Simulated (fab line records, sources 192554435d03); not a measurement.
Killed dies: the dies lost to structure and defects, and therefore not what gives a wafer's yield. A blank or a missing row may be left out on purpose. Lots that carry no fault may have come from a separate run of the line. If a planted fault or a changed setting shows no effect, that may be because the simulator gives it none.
The same fault as seen by 2 desks ; flow n5-finfet ; only its own numbers are on each desk; what lay behind them is given at the end

THE TOOL OWNER'S DESK: rie-diel-05
The tool's own readings at N5_MOL_CONTACT_COAG_ETCH_105 (etches SiARC in CF4, target depth 15.6 nm, time 26 s): means of the sampled wafers that have a number, for each lot that ran on this tool. Marked OUT: a lot whose mean sits more than 4 standard deviations from the usual mean, which makes it out of limits; the brackets give that distance. Of its 8 readings 7 are shown: the one that was out of limits first, and those that lie furthest out on some lot.
Columns: A = chamber-pressure-mTorr at N5_MOL_CONTACT_COAG_ETCH_105, usual 40.00 mTorr; B = etch-rf-on-time-s at N5_MOL_CONTACT_COAG_ETCH_105, usual 26.1 s; C = oes-product-au at N5_MOL_CONTACT_COAG_ETCH_105, usual 0.68 a.u.; D = rf-fwd-power-W at N5_MOL_CONTACT_COAG_ETCH_105, usual 532.3 W; E = rf-vpp-V at N5_MOL_CONTACT_COAG_ETCH_105, usual 184.6 V; F = showerhead-plenum-p-Torr at N5_MOL_CONTACT_COAG_ETCH_105, usual 2.17 Torr; G = throttle-valve-pct at N5_MOL_CONTACT_COAG_ETCH_105, usual 15.50 %
lot;first seen here;A;B;C;D;E;F;G
L176;day 5 05:29;40.00;26.2;0.66;531.0;185.5;2.20;15.52
L184;day 6 23:37;40.02;26.2;0.60;533.7;184.9;2.15;15.59
L188;day 8 04:47;39.99;32.2 (+12) OUT;0.55;537.0;184.8;2.13;15.57
L191;day 8 15:44;39.95;31.7 (+11) OUT;0.62;536.0;184.2;2.23;15.41
This desk's verdict: out of limits on L188, L191, starting with L188 at day 8 04:47 (etch-rf-on-time-s at N5_MOL_CONTACT_COAG_ETCH_105). In limits: L176, L184.

METROLOGY DESK
What the gauges read for every lot (on any tool): the sampled wafers with a number, averaged. Marked OUT: a lot whose mean sits more than 4 standard deviations from the usual mean, which makes it out of limits; the brackets give that distance. Of its 10 readings 7 are shown: those that lie furthest out on some lot.
Columns: A = DIBL_N at N5_BEOL_M4_RC_MEAS_101, usual 35.8 mV/V; B = DIBL_P at N5_BEOL_M4_RC_MEAS_101, usual 35.9 mV/V; C = IOFF_N at N5_BEOL_M4_RC_MEAS_101, usual 0.16 nA/um; D = ION_N at N5_BEOL_M4_RC_MEAS_101, usual 672 uA/um; E = SS_N at N5_BEOL_M4_RC_MEAS_101, usual 71.4 mV/dec; F = SS_P at N5_BEOL_M4_RC_MEAS_101, usual 73.2 mV/dec; G = VT_N at N5_BEOL_M4_RC_MEAS_101, usual 250 mV
lot;first seen here;A;B;C;D;E;F;G
L175;day 7 19:40;35.3;35.3;0.16;675;71.9;73.2;249
L176;day 8 15:25;34.2;35.8;0.16;674;71.3;73.2;247
L184;day 10 02:31;37.0;37.2;0.18;677;72.2;73.4;249
L188;day 11 16:42;37.4;37.9;0.17;683;71.3;72.8;248
L191;day 12 01:48;32.8;32.9;0.10;660;70.4;72.1;254
L194;day 12 20:54;36.9;36.7;0.17;671;71.6;73.5;250
L196;day 12 23:56;35.8;35.7;0.14;671;71.5;73.6;251
L197;day 13 21:09;35.6;34.1;0.13;676;70.8;72.7;251
L198;day 13 23:44;34.0;32.6;0.11;657;70.9;72.3;256
This desk's verdict: no lot among the 9 shows anything out of limits.

BROUGHT TOGETHER
At day 8 04:47, on L188, L191, the tool owner's desk was in a position to raise an alarm.
Nothing out of limits was seen by the metrology desk.
The metrology desk has L188, L191 on record, within its limits.
All the named lots went through N5_MOL_CONTACT_COAG_ETCH_105 on rie-diel-05.

WHAT HAD BEEN PUT IN BY THE SIMULATOR
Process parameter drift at N5_MOL_CONTACT_COAG_ETCH_105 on rie-diel-05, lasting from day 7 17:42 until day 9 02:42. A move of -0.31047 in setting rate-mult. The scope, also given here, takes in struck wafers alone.
Struck lots among those shown: L188, L191.
Hours from the fault's start to each desk's first reading out of limits: the tool owner's desk, 11.
